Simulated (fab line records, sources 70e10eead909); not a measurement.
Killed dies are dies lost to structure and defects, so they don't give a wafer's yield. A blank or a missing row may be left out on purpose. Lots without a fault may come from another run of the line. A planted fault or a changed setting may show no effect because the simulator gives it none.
fab line records | flow nand_harc
record lots=6 wafers=18 last_day=34
route steps=1302 shown P_BONDPAD@357 END@1302
lots that met no fault: from a run of the same line without faults
start_h: hours from the record's first day to the start of the lot's first wafer shown | wait_h: hours since the lot's step before | " the same as in the row above | L1.1+2: a row that stands for several wafers | - no value, or no start given | * or withheld: withheld | < > ~ a bound
route shown NAME@n: a module of which the file shows steps, and the number in the route of the first | usual: mean/standard deviation of fault-free wafers | same: alike in all rows | chamber/n: place in a boat | sites: the reading at each site | _std_site: their standard deviation | _edge_site: outer sites' mean less inner sites' | radius_mm: how far each site lies from the wafer's centre | mask NAME#n: copy n | behind: the tool/chamber that last shaped the wafer | hold: why the lot was held/for how many hours/how that ended | device: the transistor (n, p or np) that didn't switch | end of line: the same wafers' tests at the end of the route | a step without rows: its recipe alone | killed: dies lost to structure and defects at the first sort, not the wafer's yield | map: a wafer's dies, x killed, . not, _ none there
set.NAME: the setting as run; set.NAME@STEP: as run at that earlier step | model.NAME: the simulator's own value behind a step, which no gauge read
lots at some steps of the route; a table a step, a row a wafer
services: from which hour (start_h, from the record's first day; less than 0 if before it) a tool's chamber was out of use, for how many hours, and why
## steps
# step NHARC_P_BONDPAD_COAT_36
# recipe temp_c=200 time_s=65
# step NHARC_P_BONDPAD_COAT_03
# recipe spin_rpm=2000 resist_thk_nm=600
# step NHARC_P_BONDPAD_SOFTBAKE_04
# recipe temp_c=125 time_s=70
# step NHARC_P_BONDPAD_EBR_05
# step NHARC_P_BONDPAD_EXPOSE_06
# recipe na=0.55 dose_mj=37.06 mask_id=P_BPAD
# step NHARC_P_BONDPAD_PEB_07
# recipe peb_temp_c=128 peb_time_s=80
# step NHARC_P_BONDPAD_DEVELOP_08
# recipe time_s=50 dev_temp_c=22
# step NHARC_P_BONDPAD_CD_MEAS_09
# recipe target_cd_nm=500 landing_energy_ev=500
# usual cd_nm=499.9/1.5
# columns lot.wafer tool chamber start_h wait_h cd_nm
L324.1 cd_sem-02 0 148.25 - 498.7
L324.5 " 0 " " 499.9
L324.6 " 0 " " 501.7
L328.2 cd_sem-02 0 173.25 - 502.7
L328.3 " 0 " " 500.5
L328.6 " 0 " " 503.3
L336.1 cd_sem-02 0 253.57 - 497.3
L336.3 " 0 " " 496.9
L336.5 " 0 " " 496.9
L337.1 cd_sem-01 0 277.70 - 500.9
L337.3 " 0 " " 500.3
L337.4 " 0 " " 500.8
L342.1 cd_sem-02 0 313.41 - 501.7
L342.3 " 0 " " 503.8
L342.6 " 0 " " 502.1
L347.1 cd_sem-02 0 362.74 - 499.1
L347.3 " 0 " " 497.5
L347.5 " 0 " " 499.4
# step NHARC_P_BONDPAD_OVL_MEAS_38
# usual overlay_x_nm=0/6.5 overlay_y_nm=0/6.3
# columns lot.wafer tool chamber start_h wait_h overlay_x_nm overlay_y_nm
L324.1 overlay-02 - 148.34 - 7 -7
L324.5 " - " " 7 -7
L324.6 " - " " 8 -6
L328.2 overlay-02 - 173.33 - -9 -8
L328.3 " - " " -10 -9
L328.6 " - " " -10 -8
L336.1 overlay-01 - 253.65 - -4 -4
L336.3 " - " " -4 -4
L336.5 " - " " -4 -3
L337.1 overlay-02 - 277.79 - 2 12
L337.3 " - " " 1 12
L337.4 " - " " 1 12
L342.1 overlay-01 - 313.50 - 8 -5
L342.3 " - " " 8 -5
L342.6 " - " " 9 -5
L347.1 overlay-02 - 362.83 - -13 3
L347.3 " - " " -12 4
L347.5 " - " " -12 3
# step NHARC_P_BONDPAD_HARDBAKE_10
# recipe temp_c=118 time_s=65
# step NHARC_P_BONDPAD_DESCUM_11
# recipe time_s=3 o2_flow_sccm=200 ar_flow_sccm=0 bias_power_w=0 chemistry=O2
# usual drypump_motor_current_A=5.8/0.6 oes_product_au=1.001/0.0072 rf_vpp_V=57.7/0.93 showerhead_plenum_p_Torr=1.92/0.087 throttle_valve_pct=11.312/0.0086
# columns lot.wafer tool chamber start_h wait_h drypump_motor_current_A oes_product_au rf_hours_counter_h rf_vpp_V showerhead_plenum_p_Torr throttle_valve_pct
L324.1 rie_diel-10 2 148.47 - 5.3 0.988 2.5 57.2 1.82 11.293
L324.5 " 1 " " 5.9 0.998 - 57.7 1.89 11.297
L324.6 " 2 " " 5.3 0.998 - 57.7 1.82 11.310
L328.2 rie_diel-09 1 173.46 - 6.4 1.009 0.3 58.0 2.04 11.317
L328.3 " 2 " " 6.3 1.006 0.4 58.5 2.07 11.308
L328.6 " 1 " " 6.4 0.996 - 58.6 2.03 11.303
L336.3 rie_diel-10 0 253.79 - 6.2 1.001 0.1 58.9 2.01 11.320
L336.1 " 1 " " 5.9 1.006 0.1 58.2 1.89 11.317
L336.5 " 0 " " 6.2 0.992 - 57.4 2.01 11.303
L337.4 rie_diel-09 3 277.92 - 6.0 1.011 4.6 57.2 1.90 11.310
L337.1 " 0 " " 6.5 1.000 2.3 57.1 1.92 11.304
L337.3 " 1 " " 6.4 1.002 4.7 58.4 2.03 11.303
L342.1 rie_diel-09 3 313.64 - 6.1 1.009 6.2 56.4 1.90 11.314
L342.3 " 1 " " 6.4 0.997 6.1 58.1 2.03 11.324
L342.6 " 3 " " 6.1 1.007 - 58.0 1.90 11.313
L347.1 rie_diel-09 1 362.97 - 6.4 1.023 1.3 59.4 2.03 11.312
L347.3 " 1 " " 6.4 1.004 - 58.3 2.03 11.303
L347.5 " 1 " " 6.4 1.020 - 59.3 2.03 11.298
# step NHARC_P_BONDPAD_ETCH_37
# recipe target_depth_a=600 overetch_a=180 time_s=65.91 ion_energy_ev=200 n2_flow_sccm=150 h2_flow_sccm=150 ar_flow_sccm=0 rf_w=400 bias_w=150 chemistry=N2/H2
# usual bias_w=150.0/0.44 chamber_pressure_mTorr=29.999/0.026 drypump_motor_current_A=5.8/0.6 oes_product_au=1.002/0.0069 rf_fwd_power_W=397.1/1.3 rf_vpp_V=430.9/2.7 showerhead_plenum_p_Torr=2.05/0.096 throttle_valve_pct=14.172/0.0093
# columns lot.wafer tool chamber start_h wait_h bias_w chamber_pressure_mTorr drypump_motor_current_A oes_product_au rf_fwd_power_W rf_hours_counter_h rf_vpp_V showerhead_plenum_p_Torr throttle_valve_pct
L324.1 rie_diel-10 2 148.55 0.1 149.7 29.950 5.3 0.995 398.6 2.5 427.1 1.93 14.166
L324.5 " 2 " " 149.8 29.987 5.3 0.997 398.6 - 428.2 1.93 14.170
L324.6 " 3 " " 149.6 29.989 4.7 0.995 397.4 - 425.8 1.93 14.172
L328.2 rie_diel-09 1 173.54 0.1 149.5 29.981 6.4 0.992 397.3 0.3 434.8 2.17 14.185
L328.3 " 3 " " 149.7 29.955 6.0 0.996 397.2 0.4 430.2 2.03 14.173
L328.6 " 1 " " 149.5 29.986 6.4 0.993 396.8 - 433.4 2.17 14.162
L336.1 rie_diel-10 2 253.88 0.1 150.1 30.008 5.3 1.003 398.7 0.0 429.3 1.93 14.161
L336.3 " 3 " " 150.0 29.993 4.7 1.001 395.4 0.1 426.7 1.93 14.176
L336.5 " 0 " " 150.8 29.972 6.2 0.995 397.1 - 433.4 2.15 14.189
L337.1 rie_diel-09 0 278.00 0.1 149.8 30.021 6.5 1.003 398.2 2.3 430.0 2.05 14.170
L337.3 " 2 " " 149.9 30.061 6.3 0.997 397.0 4.4 436.8 2.21 14.163
L337.4 " 3 " " 150.9 30.006 6.0 1.020 397.5 4.6 430.4 2.03 14.178
L342.1 rie_diel-09 1 313.73 0.1 149.1 30.017 6.4 1.007 395.2 6.1 434.6 2.17 14.157
L342.3 " 2 " " 149.8 30.011 6.3 1.003 397.8 6.1 435.5 2.21 14.171
L342.6 " 0 " " 150.2 29.967 6.5 1.006 397.9 - 430.8 2.05 14.174
L347.3 rie_diel-09 0 363.09 0.1 150.1 29.956 6.5 1.011 396.8 1.4 429.7 2.05 14.172
L347.1 " 1 " " 149.9 29.964 6.4 1.009 396.5 1.3 434.1 2.17 14.167
L347.5 " 0 " " 150.0 29.955 6.5 1.003 398.4 - 431.0 2.05 14.184
# step NHARC_P_BONDPAD_ETCH_12
# recipe target_depth_a=2000 time_s=100 chf3_flow_sccm=50 o2_flow_sccm=10 ar_flow_sccm=200 rf_w=500 bias_w=200 chemistry=CHF3/O2
# usual bias_w=200.1/0.61 chamber_pressure_mTorr=25.002/0.021 drypump_motor_current_A=5.8/0.6 oes_product_au=0.937/0.02 rf_fwd_power_W=497.5/1.4 rf_vpp_V=370.8/2.4 showerhead_plenum_p_Torr=2.41/0.11 throttle_valve_pct=20.573/0.0089
# columns lot.wafer tool chamber start_h wait_h bias_w chamber_pressure_mTorr drypump_motor_current_A oes_product_au rf_fwd_power_W rf_hours_counter_h rf_vpp_V showerhead_plenum_p_Torr throttle_valve_pct
L324.1 rie_diel-10 3 148.64 - 200.5 25.033 4.7 0.933 496.3 5.2 367.2 2.28 20.569
L324.5 " 3 " " 200.4 24.980 4.7 0.928 497.5 - 368.2 2.28 20.568
L324.6 " 0 " " 200.9 24.998 6.2 0.932 496.6 - 372.3 2.52 20.570
L328.3 rie_diel-09 2 173.65 - 199.9 24.996 6.3 0.964 496.5 0.4 374.0 2.59 20.590
L328.2 " 3 " " 200.2 24.983 6.0 0.978 495.4 0.4 368.7 2.39 20.575
L328.6 " 1 " " 201.1 25.020 6.4 0.967 497.6 - 373.5 2.55 20.582
L336.1 rie_diel-10 0 253.96 - - - - - - - - - -
L336.3 " 2 " " - - - - - - - - -
L336.5 " 1 " " - - - - - - - - -
L337.1 rie_diel-09 2 278.09 - - - - - - - - - -
L337.4 " 0 " " - - - - - - - - -
L337.3 " 1 " " - - - - - - - - -
L342.1 rie_diel-09 2 313.81 - 199.2 24.984 6.3 0.924 495.6 6.2 375.4 2.59 20.570
L342.3 " 1 " " 199.4 24.993 6.5 0.936 497.1 6.2 372.1 2.55 20.569
L342.6 " 3 " " 199.1 24.991 6.0 0.938 498.0 - 370.5 2.39 20.582
L347.1 rie_diel-09 0 363.20 - 201.0 25.025 6.5 0.933 498.0 1.4 371.7 2.41 20.580
L347.3 " 2 " " 200.3 24.998 6.3 0.938 496.9 1.2 375.0 2.59 20.559
L347.5 " 0 " " 200.7 25.007 6.5 0.930 495.4 - 369.2 2.41 20.571
# step NHARC_P_BONDPAD_CD_MEAS_13
# usual cd_nm=499.4/1.7
# columns lot.wafer tool chamber start_h wait_h cd_nm
L324.1 cd_sem-03 - 148.78 - 497.7
L324.5 " - " " 499.7
L324.6 " - " " 501.0
L328.2 cd_sem-01 - 173.77 - 501.9
L328.3 " - " " 499.8
L328.6 " - " " 502.7
L336.1 cd_sem-03 - 254.09 - 496.5
L336.3 " - " " 496.5
L336.5 " - " " 496.2
L337.1 cd_sem-03 - 278.23 - 501.2
L337.3 " - " " 500.9
L337.4 " - " " 500.5
L342.1 cd_sem-03 - 313.95 - 501.3
L342.3 " - " " 503.1
L342.6 " - " " 501.6
L347.1 cd_sem-01 - 363.35 - 498.4
L347.3 " - " " 497.3
L347.5 " - " " 499.2
# step NHARC_END_SORT_01
# recipe temp_c=25
# usual defect_limited_yield=91/3.1 killed_at_array=56/21 killed_at_other=1.2/1.6 killed_at_periphery=3.7/2.5 killed_dies=61/21 killed_open=3.1/1.8 killed_short=2.8/1.7
# same gross_dies=677
# columns lot.wafer tool chamber start_h wait_h defect_limited_yield[%] killed_at_array killed_at_other killed_at_periphery killed_dies killed_open killed_short
L328.2 prober-01 0 601.64 2.8 87 83 1 4 88 4 2
L328.3 prober-01 0 602.44 3.1 90 55 4 6 65 3 3
L328.6 prober-01 0 604.82 4.0 90 66 0 5 71 5 1
L337.1 prober-02 0 690.40 2.5 0 23 1 653 677 1 4
L337.3 prober-02 0 691.96 3.1 0 17 0 660 677 2 4
L337.4 prober-02 0 692.75 3.4 0 21 0 656 677 2 5
L336.1 prober-01 0 690.44 2.5 0 42 0 635 677 3 1
L336.3 prober-01 0 692.05 3.1 0 42 0 635 677 2 7
L336.5 prober-01 0 693.67 3.7 0 36 1 640 677 1 4
L342.1 prober-01 0 738.78 2.5 91 59 0 5 64 3 1
L342.3 prober-01 0 740.40 3.1 90 65 3 1 69 0 3
L342.6 prober-01 0 742.83 4.0 92 47 1 5 53 7 4
L347.1 prober-01 0 805.01 2.5 97 17 0 3 20 3 1
L347.3 prober-01 0 806.62 3.1 95 22 3 6 31 3 2
L347.5 prober-01 0 808.23 3.7 96 21 1 3 25 3 5
# killed by level:class
L328.2 A_CHANNEL_HOLE_D1:chamber_film_flake=40 A_CHANNEL_HOLE_D2:chamber_film_flake=28 A_SLIT:chamber_film_flake=5 A_STAIRCASE:chamber_film_flake=4 P_M1:geometric_particle:open=3 P_GATE:geometric_particle:short=1 A_ONON_D1:geometric_particle:open=1 A_CHANNEL_FILL_D1:geometric_particle:short=1
L328.3 A_CHANNEL_HOLE_D1:chamber_film_flake=32 A_CHANNEL_HOLE_D2:chamber_film_flake=18 THIN_TSV:chamber_film_flake=4 P_ZERO_WELL:chamber_film_flake=2 P_STI:geometric_particle:open=1 P_GATE:geometric_particle:short=1 P_M0:geometric_particle:short=1 A_CHANNEL_HOLE_D1:geometric_particle:short=1
L328.6 A_CHANNEL_HOLE_D2:chamber_film_flake=31 A_CHANNEL_HOLE_D1:chamber_film_flake=28 P_M0:geometric_particle:open=3 A_DECK1_JOINT:chamber_film_flake=2 A_CONTACT:chamber_film_flake=2 P_GATE:geometric_particle:open=1 A_CHANNEL_HOLE_D1:geometric_particle:open=1 A_SGD_CUT:geometric_particle:short=1
L337.1 P_BONDPAD:area_etch=652 A_CHANNEL_HOLE_D1:chamber_film_flake=10 A_SLIT:chamber_film_flake=5 A_WL_FILL:chamber_film_flake=3 P_CONTACT:geometric_particle:short=1 A_CHANNEL_FILL_D1:geometric_particle:short=1 A_CHANNEL_FILL_D2:geometric_particle:open=1 A_SLIT:geometric_particle:short=1
L336.1 P_BONDPAD:area_etch=628 A_CHANNEL_HOLE_D2:chamber_film_flake=16 A_CHANNEL_HOLE_D1:chamber_film_flake=7 A_BLC:chamber_film_flake=5 P_BONDPAD:chamber_film_flake=4 A_CONTACT:chamber_film_flake=4 A_SLIT:chamber_film_flake=3 P_CONTACT:geometric_particle:open=1
L337.3 P_BONDPAD:area_etch=659 A_CHANNEL_HOLE_D1:chamber_film_flake=7 A_SLIT:chamber_film_flake=3 A_ONON_D2:geometric_particle:open=2 P_STI:geometric_particle:short=1 A_CHANNEL_FILL_D1:geometric_particle:short=1 A_DECK1_JOINT:geometric_particle:short=1 A_ONON_D2:geometric_particle:short=1
L336.3 P_BONDPAD:area_etch=628 A_CHANNEL_HOLE_D2:chamber_film_flake=15 A_CONTACT:chamber_film_flake=4 P_BONDPAD:chamber_film_flake=4 A_CHANNEL_HOLE_D1:chamber_film_flake=4 A_BLC:chamber_film_flake=4 A_ONON_D1:geometric_particle:short=3 A_CHANNEL_FILL_D2:chamber_film_flake=3
L337.4 P_BONDPAD:area_etch=656 A_CHANNEL_HOLE_D1:chamber_film_flake=5 A_CONTACT:chamber_film_flake=4 A_M0:geometric_particle:short=2 A_SLIT:chamber_film_flake=2 A_WL_FILL:chamber_film_flake=2 A_CHANNEL_FILL_D1:geometric_particle:short=1 A_CHANNEL_FILL_D1:geometric_particle:open=1
L336.5 P_BONDPAD:area_etch=639 A_CHANNEL_HOLE_D2:chamber_film_flake=24 A_CHANNEL_HOLE_D1:chamber_film_flake=2 A_SLIT:chamber_film_flake=2 A_BLC:chamber_film_flake=2 P_M0:geometric_particle:short=1 A_CHANNEL_FILL_D1:geometric_particle:short=1 A_CHANNEL_FILL_D2:geometric_particle:short=1
L342.1 A_SLIT:chamber_film_flake=29 A_CHANNEL_HOLE_D1:chamber_film_flake=5 A_M1:chamber_film_flake=4 A_SGD_CUT:chamber_film_flake=4 A_DECK1_JOINT:chamber_film_flake=3 A_STAIRCASE:chamber_film_flake=3 P_M1:chamber_film_flake=2 A_ZERO_WELL:chamber_film_flake=2
L342.3 A_SLIT:chamber_film_flake=41 A_CHANNEL_HOLE_D1:chamber_film_flake=14 A_CONTACT:chamber_film_flake=4 THIN_TSV:chamber_film_flake=2 A_DECK1_JOINT:geometric_particle:short=1 A_M0:geometric_particle:short=1 STARTING-WAFER:geometric_particle:short=1 P_ZERO_WELL:chamber_film_flake=1
L342.6 A_SLIT:chamber_film_flake=25 A_CHANNEL_HOLE_D1:chamber_film_flake=7 A_CONTACT:chamber_film_flake=4 A_CHANNEL_FILL_D1:geometric_particle:open=2 P_BONDPAD:chamber_film_flake=2 P_GATE:geometric_particle:open=1 P_M0:geometric_particle:open=1 A_ONON_D1:geometric_particle:short=1
L347.1 A_SLIT:chamber_film_flake=8 A_CHANNEL_HOLE_D2:chamber_film_flake=2 A_STAIRCASE:chamber_film_flake=2 A_CONTACT:chamber_film_flake=2 P_CONTACT:geometric_particle:short=1 P_M1:geometric_particle:open=1 A_SOURCE_PLATE:geometric_particle:open=1 A_M0:geometric_particle:open=1
L347.3 A_SLIT:chamber_film_flake=10 P_GATE:chamber_film_flake=5 A_CONTACT:chamber_film_flake=5 THIN_TSV:chamber_film_flake=3 A_STAIRCASE:chamber_film_flake=2 P_CONTACT:geometric_particle:open=1 A_CHANNEL_FILL_D1:geometric_particle:short=1 A_DECK1_JOINT:geometric_particle:short=1
L347.5 A_SLIT:chamber_film_flake=8 A_CONTACT:chamber_film_flake=3 A_WL_FILL:geometric_particle:short=2 A_CHANNEL_HOLE_D1:chamber_film_flake=2 P_STI:geometric_particle:short=1 P_CONTACT:geometric_particle:open=1 A_SOURCE_PLATE:geometric_particle:short=1 A_SOURCE_PLATE:geometric_particle:open=1
# map L336.1 (x killed, . not)
____________x____________
_________xxxxxxx_________
_______xxxxxxxxxxx_______
______xxxxxxxxxxxxx______
_____xxxxxxxxxxxxxxx_____
____xxxxxxxxxxxxxxxxx____
____xxxxxxxxxxxxxxxxx____
___xxxxxxxxxxxxxxxxxxx___
___xxxxxxxxxxxxxxxxxxx___
__xxxxxxxxxxxxxxxxxxxxx__
__xxxxxxxxxxxxxxxxxxxxx__
_xxxxxxxxxxxxxxxxxxxxxxx_
_xxxxxxxxxxxxxxxxxxxxxxx_
_xxxxxxxxxxxxxxxxxxxxxxx_
_xxxxxxxxxxxxxxxxxxxxxxx_
_xxxxxxxxxxxxxxxxxxxxxxx_
xxxxxxxxxxxxxxxxxxxxxxxxx
xxxxxxxxxxxxxxxxxxxxxxxxx
xxxxxxxxxxxxxxxxxxxxxxxxx
xxxxxxxxxxxxxxxxxxxxxxxxx
xxxxxxxxxxxxxxxxxxxxxxxxx
_xxxxxxxxxxxxxxxxxxxxxxx_
_xxxxxxxxxxxxxxxxxxxxxxx_
_xxxxxxxxxxxxxxxxxxxxxxx_
_xxxxxxxxxxxxxxxxxxxxxxx_
_xxxxxxxxxxxxxxxxxxxxxxx_
__xxxxxxxxxxxxxxxxxxxxx__
__xxxxxxxxxxxxxxxxxxxxx__
___xxxxxxxxxxxxxxxxxxx___
___xxxxxxxxxxxxxxxxxxx___
____xxxxxxxxxxxxxxxxx____
____xxxxxxxxxxxxxxxxx____
_____xxxxxxxxxxxxxxx_____
______xxxxxxxxxxxxx______
_______xxxxxxxxxxx_______
_________xxxxxxx_________
____________x____________
# map L337.1 (x killed, . not)
____________x____________
_________xxxxxxx_________
_______xxxxxxxxxxx_______
______xxxxxxxxxxxxx______
_____xxxxxxxxxxxxxxx_____
____xxxxxxxxxxxxxxxxx____
____xxxxxxxxxxxxxxxxx____
___xxxxxxxxxxxxxxxxxxx___
___xxxxxxxxxxxxxxxxxxx___
__xxxxxxxxxxxxxxxxxxxxx__
__xxxxxxxxxxxxxxxxxxxxx__
_xxxxxxxxxxxxxxxxxxxxxxx_
_xxxxxxxxxxxxxxxxxxxxxxx_
_xxxxxxxxxxxxxxxxxxxxxxx_
_xxxxxxxxxxxxxxxxxxxxxxx_
_xxxxxxxxxxxxxxxxxxxxxxx_
xxxxxxxxxxxxxxxxxxxxxxxxx
xxxxxxxxxxxxxxxxxxxxxxxxx
xxxxxxxxxxxxxxxxxxxxxxxxx
xxxxxxxxxxxxxxxxxxxxxxxxx
xxxxxxxxxxxxxxxxxxxxxxxxx
_xxxxxxxxxxxxxxxxxxxxxxx_
_xxxxxxxxxxxxxxxxxxxxxxx_
_xxxxxxxxxxxxxxxxxxxxxxx_
_xxxxxxxxxxxxxxxxxxxxxxx_
_xxxxxxxxxxxxxxxxxxxxxxx_
__xxxxxxxxxxxxxxxxxxxxx__
__xxxxxxxxxxxxxxxxxxxxx__
___xxxxxxxxxxxxxxxxxxx___
___xxxxxxxxxxxxxxxxxxx___
____xxxxxxxxxxxxxxxxx____
____xxxxxxxxxxxxxxxxx____
_____xxxxxxxxxxxxxxx_____
______xxxxxxxxxxxxx______
_______xxxxxxxxxxx_______
_________xxxxxxx_________
____________x____________
## services
# columns tool chamber start_h hours kind
rie_diel-10 2 131.49 5.3 repair
rie_diel-09 - 143.10 9.0 pm
rie_diel-09 0 143.10 9.0 vent_cycle
rie_diel-09 1 143.10 9.0 vent_cycle
rie_diel-09 2 143.10 9.0 vent_cycle
rie_diel-09 3 143.10 9.0 vent_cycle
rie_diel-09 0 152.10 - clean
rie_diel-09 1 152.10 - clean
rie_diel-09 2 152.10 - clean
rie_diel-09 3 152.10 - clean
rie_diel-10 1 167.67 4.5 repair
rie_diel-10 1 174.66 4.0 repair
rie_diel-09 0 176.64 - clean
rie_diel-09 1 176.64 - clean
rie_diel-09 2 176.64 - clean
rie_diel-09 3 176.64 - clean
rie_diel-09 0 201.14 - clean
rie_diel-09 0 217.26 57.8 repair
rie_diel-10 - 242.50 9.0 pm
rie_diel-09 2 271.92 3.1 repair
rie_diel-09 3 285.98 3.9 repair
rie_diel-09 - 320.10 9.0 pm
rie_diel-09 2 358.30 4.7 repair
rie_diel-09 3 362.89 3.5 repair
## key
first_sign step=NHARC_P_BONDPAD_ETCH_12 reading=tool_record direction=missing
effect step=NHARC_END_SORT_01 reading=killed_at_periphery direction=up sigmas=99+ usual=3.7 struck=646.5
more_kills_born_at NHARC_P_BONDPAD_ETCH_12@rie_diel-09=1967 NHARC_P_BONDPAD_ETCH_12@rie_diel-10=1891
met_at NHARC_P_BONDPAD_ETCH_12
struck_wafers L336.1,L336.3,L336.5,L337.1,L337.3,L337.4
later_rows_left_out L336.1,L336.3,L336.5,L337.1,L337.3,L337.4
onset_between 173.65 253.96
fault kind=skipped_step_whole tool=rie_diel-09,rie_diel-10 chamber=- onset_h=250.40 steps=NHARC_P_BONDPAD_ETCH_12 scope=struck_lots_only
# later_rows_left_out: the simulator's readings of these wafers behind a module that went badly wrong aren't trusted and aren't shown, but for the sort
